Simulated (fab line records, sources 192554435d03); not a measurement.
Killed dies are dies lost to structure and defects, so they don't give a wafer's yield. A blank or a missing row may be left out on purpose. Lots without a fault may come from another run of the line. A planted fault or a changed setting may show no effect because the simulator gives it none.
Problem report in the 8D (eight disciplines) form, filled by code | flow n5_finfet | the parts of the form that need people (team, actions taken, sign-off) are left out

1. THE PROBLEM
spin_speed_rpm at N5_MOL_CONTACT_COAG_COAT_34 reads a mean of 1587.2 rpm on 9 wafers of 3 lots; wafers without a fault read 1500.1 rpm with a standard deviation of 1. That is +87 standard deviations from the usual mean.
The step: resist thk 40 nm.
First seen on wafer L197.1, day 9 22:03, on litho_track-04. The record holds 15 wafers of 5 lots with a number at this step. Rule for "out", or "out of limits": more than 4 standard deviations from the usual mean. The other wafers with a number count as sound.

2. WHAT IT IS AND WHAT IT IS NOT
question                    | is                     | is not
which readings at this step | spin_speed_rpm         | -
which lots                  | L197, L199, L200       | L183, L198
which wafers of those lots  | all that have a number | -
read on which tools         | litho_track-04         | litho_track-03
when                        | from day 9 22:03       | up to then (3 sound wafers); but 3 sound wafers of L198 came after

3. SUSPECTS, AND WHAT RULES EACH OUT
Counting: a tool at a process step up to the reading stays a suspect if it ran every lot that is out and no sound lot after the first of them.
- litho_track-04 at N5_MOL_CONTACT_COAG_COAT_34 (resist thk 40 nm): kept. It ran every lot that is out, first L197 (day 9 22:03), and no sound lot after that; its last sound lot up to then is L183 (day 6 16:31). Its own readings are out on those wafers: spin_speed_rpm.
Left after counting: litho_track-04 at N5_MOL_CONTACT_COAG_COAT_34.

4. THE CAUSE (what the simulator had put in)
Process parameter drift: litho_track-04, from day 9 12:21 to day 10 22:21, at N5_MOL_CONTACT_COAG_COAT_34. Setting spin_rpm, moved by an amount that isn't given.
Counting left only this tool.

5. THE CHAIN OF EFFECTS, in route order
Each row: a reading whose mean over the struck wafers that have a number lies more than 3 standard deviations from the usual. Only readings for which the record gives a usual standard deviation are gone through. hours: the time from each lot's start at the first step in this table that gives one to its start at this step, as a median over the lots. sigmas: the change in usual standard deviations.
hours | step                        | reading        | usual      | on struck wafers | change | sigmas
0     | N5_MOL_CONTACT_COAG_COAT_34 | spin_speed_rpm | 1500.1 rpm | 1587.2           | +87.1  | +87
The process steps in it:
- N5_MOL_CONTACT_COAG_COAT_34: resist thk 40 nm.
Later measuring or inspecting steps at which every struck wafer that the step has a row for has a number for every such reading, and none has moved that far: N5_BEOL_M4_RC_MEAS_101.

6. WHAT WOULD HAVE CAUGHT IT SOONER
In this record the first reading out of limits was taken at day 9 22:03, 10 hours after the fault began at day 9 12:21.
